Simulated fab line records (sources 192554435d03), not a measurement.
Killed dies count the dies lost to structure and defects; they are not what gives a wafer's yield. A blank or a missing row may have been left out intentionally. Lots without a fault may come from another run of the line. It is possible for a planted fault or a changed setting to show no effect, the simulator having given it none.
Chamber matching :: flow n5-finfet :: rie-diel-06 running N5_BEOL_M5_STRIP_64: 4 sister chambers
The step strips in CF4. 18 wafers are shown with their chamber, then 9 later ones without.

## EACH WAFER AND ITS CHAMBER
wafer: L076.1
chamber: 1
drypump-motor-current-A (A): 6.6
showerhead-plenum-p-Torr (Torr): 1.88
oes-product-au (a.u.): 0.87

wafer: L076.3
chamber: 0
drypump-motor-current-A (A): 5.8
showerhead-plenum-p-Torr (Torr): 1.76
oes-product-au (a.u.): 0.93

wafer: L076.5
chamber: 2
drypump-motor-current-A (A): 5.7
showerhead-plenum-p-Torr (Torr): 1.77
oes-product-au (a.u.): 0.70

wafer: L078.1
chamber: 0
drypump-motor-current-A (A): 5.8
showerhead-plenum-p-Torr (Torr): 1.76
oes-product-au (a.u.): 0.92

wafer: L078.3
chamber: 3
drypump-motor-current-A (A): 5.9
showerhead-plenum-p-Torr (Torr): 1.75
oes-product-au (a.u.): 0.83

wafer: L078.5
chamber: 3
drypump-motor-current-A (A): 5.9
showerhead-plenum-p-Torr (Torr): 1.75
oes-product-au (a.u.): 0.83

wafer: L080.1
chamber: 1
drypump-motor-current-A (A): 6.6
showerhead-plenum-p-Torr (Torr): 1.88
oes-product-au (a.u.): 0.86

wafer: L080.4
chamber: 3
drypump-motor-current-A (A): 5.9
showerhead-plenum-p-Torr (Torr): 1.75
oes-product-au (a.u.): 0.83

wafer: L080.6
chamber: 1
drypump-motor-current-A (A): 6.6
showerhead-plenum-p-Torr (Torr): 1.88
oes-product-au (a.u.): 0.86

wafer: L079.2
chamber: 2
drypump-motor-current-A (A): 5.7
showerhead-plenum-p-Torr (Torr): 1.77
oes-product-au (a.u.): 0.69

wafer: L079.4
chamber: 3
drypump-motor-current-A (A): 5.9
showerhead-plenum-p-Torr (Torr): 1.75
oes-product-au (a.u.): 0.83

wafer: L079.5
chamber: 2
drypump-motor-current-A (A): 5.7
showerhead-plenum-p-Torr (Torr): 1.77
oes-product-au (a.u.): 0.69

wafer: L081.3
chamber: 3
drypump-motor-current-A (A): 5.9
showerhead-plenum-p-Torr (Torr): 1.75
oes-product-au (a.u.): 0.83

wafer: L081.4
chamber: 0
drypump-motor-current-A (A): 5.8
showerhead-plenum-p-Torr (Torr): 1.76
oes-product-au (a.u.): 0.91

wafer: L081.5
chamber: 1
drypump-motor-current-A (A): 6.6
showerhead-plenum-p-Torr (Torr): 1.88
oes-product-au (a.u.): 0.85

wafer: L082.2
chamber: 2
drypump-motor-current-A (A): 5.6
showerhead-plenum-p-Torr (Torr): 1.76
oes-product-au (a.u.): 0.69

wafer: L082.3
chamber: 3
drypump-motor-current-A (A): 5.9
showerhead-plenum-p-Torr (Torr): 1.74
oes-product-au (a.u.): 0.82

wafer: L082.6
chamber: 2
drypump-motor-current-A (A): 5.6
showerhead-plenum-p-Torr (Torr): 1.76
oes-product-au (a.u.): 0.68

SIGNATURES (averages over the wafers above)
reading: drypump-motor-current-A
chamber 0: 5.800
chamber 1: 6.600
chamber 2: 5.660
chamber 3: 5.900
scatter within a chamber: 0.0293

reading: showerhead-plenum-p-Torr
chamber 0: 1.7600
chamber 1: 1.8800
chamber 2: 1.7660
chamber 3: 1.7483
scatter within a chamber: 0.00381

reading: oes-product-au
chamber 0: 0.9200
chamber 1: 0.8600
chamber 2: 0.6900
chamber 3: 0.8283
scatter within a chamber: 0.00699
Rule: for each reading, subtract the chamber's mean from the wafer's reading, divide by that reading's scatter and square the result; add these up over the readings and take the root, which gives the wafer's distance from the chamber. The wafer belongs to the nearest chamber; if the next one is less than 2 further off, it can't be placed. The scatter: the root of (the sum of the squares of (reading less its chamber's mean) over the shown wafers, divided by (wafers less chambers)).

## WAFERS WITH NO CHAMBER GIVEN
wafer: L084.4
drypump-motor-current-A (A): 5.8
showerhead-plenum-p-Torr (Torr): 1.75
oes-product-au (a.u.): 0.89

wafer: L084.5
drypump-motor-current-A (A): 5.9
showerhead-plenum-p-Torr (Torr): 1.74
oes-product-au (a.u.): 0.81

wafer: L084.6
drypump-motor-current-A (A): 5.8
showerhead-plenum-p-Torr (Torr): 1.75
oes-product-au (a.u.): 0.89

wafer: L086.1
drypump-motor-current-A (A): 5.9
showerhead-plenum-p-Torr (Torr): 1.74
oes-product-au (a.u.): 0.81

wafer: L086.2
drypump-motor-current-A (A): 5.6
showerhead-plenum-p-Torr (Torr): 1.76
oes-product-au (a.u.): 0.69

wafer: L086.6
drypump-motor-current-A (A): 5.6
showerhead-plenum-p-Torr (Torr): 1.76
oes-product-au (a.u.): 0.68

wafer: L087.1
drypump-motor-current-A (A): 5.9
showerhead-plenum-p-Torr (Torr): 1.74
oes-product-au (a.u.): 0.81

wafer: L087.2
drypump-motor-current-A (A): 5.7
showerhead-plenum-p-Torr (Torr): 1.76
oes-product-au (a.u.): 0.68

wafer: L087.3
drypump-motor-current-A (A): 6.6
showerhead-plenum-p-Torr (Torr): 1.88
oes-product-au (a.u.): 0.85

## WHICH CHAMBER EACH WENT THROUGH
wafer: L084.4
from the rows above: 0
in truth: 0

wafer: L084.5
from the rows above: 3
in truth: 3

wafer: L084.6
from the rows above: 0
in truth: 0

wafer: L086.1
from the rows above: 3
in truth: 3

wafer: L086.2
from the rows above: 2
in truth: 2

wafer: L086.6
from the rows above: 2
in truth: 2

wafer: L087.1
from the rows above: 3
in truth: 3

wafer: L087.2
from the rows above: 2
in truth: 2

wafer: L087.3
from the rows above: 1
in truth: 1
Correctly placed: 9 of 9. Left unplaced by these rows: 0. Number placed wrongly: 0.
